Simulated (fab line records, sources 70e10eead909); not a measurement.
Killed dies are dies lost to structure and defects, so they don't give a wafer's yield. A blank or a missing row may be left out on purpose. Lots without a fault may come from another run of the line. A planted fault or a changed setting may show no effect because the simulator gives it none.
Tool commonality check | flow nand_harc | 2 lots, 6 wafers sampled

WHY IT WAS OPENED
At NHARC_END_SORT_01 the reading sort_bin_2_pct is flagged on 2 of 2 lots. Wafers without a fault read 1.4 %, standard deviation 0.53.
Rule: a lot is flagged when every wafer of it that has a number lies more than 4 standard deviations from that mean, or none has a number. The other lots count as sound.

lot  | measured     | on        | sort_bin_2_pct (%), wafer by wafer | flag
L177 | day 24 19:19 | prober-02 | 97.6 96.6 95.7                     | FLAGGED
L178 | day 24 20:14 | prober-01 | 94.8 95.4 95.0                     | FLAGGED
The numbers of the flagged lots are 95.8 % on average: +94.4 % against the usual, or +99 or more standard deviations.

WHICH TOOL RAN EACH LOT
The record holds 3 process steps before the reading, out of a route of 1159 steps. In each cell: the tool, then ch and the chambers that the sampled wafers went through, then the start.
lot  | flag    | NHARC_A_BONDPAD_ETCH_24            | NHARC_A_BONDPAD_PVD_27                  | NHARC_A_BONDPAD_CMP_19
L177 | FLAGGED | rie_diel-03 ch 0,1,2, day 23 00:38 | pvd_sputter-03, day 23 02:11 or earlier | cmp-01 ch 2,3, day 23 02:11
L178 | FLAGGED | rie_diel-03 ch 0,1, day 23 05:22   | pvd_sputter-02, day 23 06:58 or earlier | cmp-04 ch 0,1, day 23 06:58
What these steps do:
- NHARC_A_BONDPAD_ETCH_24: etches the open film in CF4/N2, target depth 30 nm, time 72.99 s.
- NHARC_A_BONDPAD_PVD_27: deposits Cu, target thk 30 nm, time 20.49 s.
- NHARC_A_BONDPAD_CMP_19: polishes, t overpolish 30 s, cu recess touch 16 s, target thk 169.8 nm.
- NHARC_END_SORT_01

FLAGGED OVER TOTAL, TOOL BY TOOL (the gauges that took the reading come last)
step                    | tool           | lots run | flagged | share of the flagged lots | sound lots run after its first flagged lot
NHARC_A_BONDPAD_ETCH_24 | rie_diel-03    | 2        | 2       | all                       | 0
NHARC_A_BONDPAD_PVD_27  | pvd_sputter-02 | 1        | 1       | some                      | 0
NHARC_A_BONDPAD_PVD_27  | pvd_sputter-03 | 1        | 1       | some                      | 0
NHARC_A_BONDPAD_CMP_19  | cmp-01         | 1        | 1       | some                      | 0
NHARC_A_BONDPAD_CMP_19  | cmp-04         | 1        | 1       | some                      | 0
NHARC_END_SORT_01       | prober-01      | 1        | 1       | some                      | 0
NHARC_END_SORT_01       | prober-02      | 1        | 1       | some                      | 0
NHARC_A_BONDPAD_PVD_27 gives no start for some lots, so the hours and the order of its lots are those of NHARC_A_BONDPAD_CMP_19.

WHAT THE TABLE ALLOWS
1 row of the table ran every flagged lot: rie_diel-03 at NHARC_A_BONDPAD_ETCH_24.
- rie_diel-03 at NHARC_A_BONDPAD_ETCH_24: 2 of its 2 lots flagged. It ran no sound lot before its first flagged lot in this sample, so the start can't be narrowed down.
One tool is left: rie_diel-03 at NHARC_A_BONDPAD_ETCH_24.

WHAT THE SIMULATOR HAD PUT IN
Skipped step whole: rie_diel-03, from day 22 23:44 on, at NHARC_A_BONDPAD_ETCH_24. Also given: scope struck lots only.
Lots struck among those shown: L177, L178. The rule above found the same.
